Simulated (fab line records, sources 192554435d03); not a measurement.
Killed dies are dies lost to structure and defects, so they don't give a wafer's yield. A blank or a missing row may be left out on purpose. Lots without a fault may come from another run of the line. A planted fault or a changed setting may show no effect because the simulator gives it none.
Chamber matching | flow n5_finfet | N5_BEOL_M0_STRIP_142 on rie_diel-01: 4 sister chambers
The step strips in N2/H2, time 10 s. 20 wafers are shown with their chamber, then 10 later ones without.

WAFERS WITH THEIR CHAMBER
wafer  | chamber | drypump_motor_current_A (A) | throttle_valve_pct (%) | showerhead_plenum_p_Torr (Torr)
L074.1 | 3       | 5.7                         | 24.1                   | 2.56
L074.2 | 1       | 5.7                         | 24.1                   | 2.72
L074.3 | 0       | 6.1                         | 24.1                   | 2.41
L081.2 | 3       | 5.7                         | 24.1                   | 2.55
L081.3 | 1       | 5.7                         | 24.1                   | 2.72
L081.5 | 3       | 5.7                         | 24.1                   | 2.55
L087.2 | 2       | 5.2                         | 23.4                   | 2.57
L087.3 | 3       | 5.7                         | 24.1                   | 2.54
L087.4 | 1       | 5.8                         | 24.2                   | 2.71
L090.1 | 3       | 5.7                         | 24.1                   | 2.54
L090.2 | 1       | 5.7                         | 24.1                   | 2.71
L090.3 | 0       | 6.1                         | 23.5                   | 2.72
L091.1 | 2       | 5.2                         | 23.4                   | 2.57
L091.5 | 3       | 5.7                         | 24.1                   | 2.54
L091.6 | 0       | 6.0                         | 23.5                   | 2.72
L093.2 | 1       | 5.7                         | 24.2                   | 2.70
L093.4 | 2       | 5.2                         | 23.4                   | 2.57
L093.6 | 1       | 5.7                         | 24.2                   | 2.70
L094.2 | 2       | 5.2                         | 23.4                   | 2.57
L094.3 | 3       | 5.7                         | 24.1                   | 2.54

SIGNATURES (means of the wafers above)
reading                  | chamber 0 | chamber 1 | chamber 2 | chamber 3 | scatter within a chamber
drypump_motor_current_A  | 6.067     | 5.717     | 5.200     | 5.700     | 0.0306
throttle_valve_pct       | 23.700    | 24.150    | 23.400    | 24.100    | 0.126
showerhead_plenum_p_Torr | 2.6167    | 2.7100    | 2.5700    | 2.5457    | 0.0637
Rule: a wafer's distance from a chamber is the root of the sum, over the readings, of the square of ((its reading less the chamber's mean) divided by the reading's scatter). The wafer belongs to the nearest chamber; if the next one is less than 2 further off, it can't be placed. The scatter: the root of (the sum of the squares of (reading less its chamber's mean) over the shown wafers, divided by (wafers less chambers)).

WAFERS WITHOUT THEIR CHAMBER
wafer  | drypump_motor_current_A (A) | throttle_valve_pct (%) | showerhead_plenum_p_Torr (Torr)
L094.5 | 6.0                         | 23.5                   | 2.71
L095.1 | 6.0                         | 23.5                   | 2.71
L095.4 | 5.7                         | 24.1                   | 2.54
L095.6 | 5.7                         | 24.1                   | 2.54
L096.1 | 5.7                         | 24.1                   | 2.54
L096.4 | 5.2                         | 23.4                   | 2.56
L096.6 | 5.7                         | 24.1                   | 2.53
L097.2 | 6.0                         | 23.5                   | 2.71
L097.5 | 5.8                         | 24.1                   | 2.53
L097.6 | 5.2                         | 23.4                   | 2.56

WHICH CHAMBER EACH WENT THROUGH
wafer  | from the rows above     | in truth
L094.5 | 0                       | 0
L095.1 | 0                       | 0
L095.4 | 3                       | 3
L095.6 | 3                       | 3
L096.1 | 3                       | 3
L096.4 | 2                       | 2
L096.6 | 3                       | 3
L097.2 | 0                       | 0
L097.5 | can't be placed: 3 or 1 | 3
L097.6 | 2                       | 2
Placed correctly: 9 of 10. Can't be placed from these rows: 1 (the true chamber is among the candidates in 1). Placed wrongly: 0.
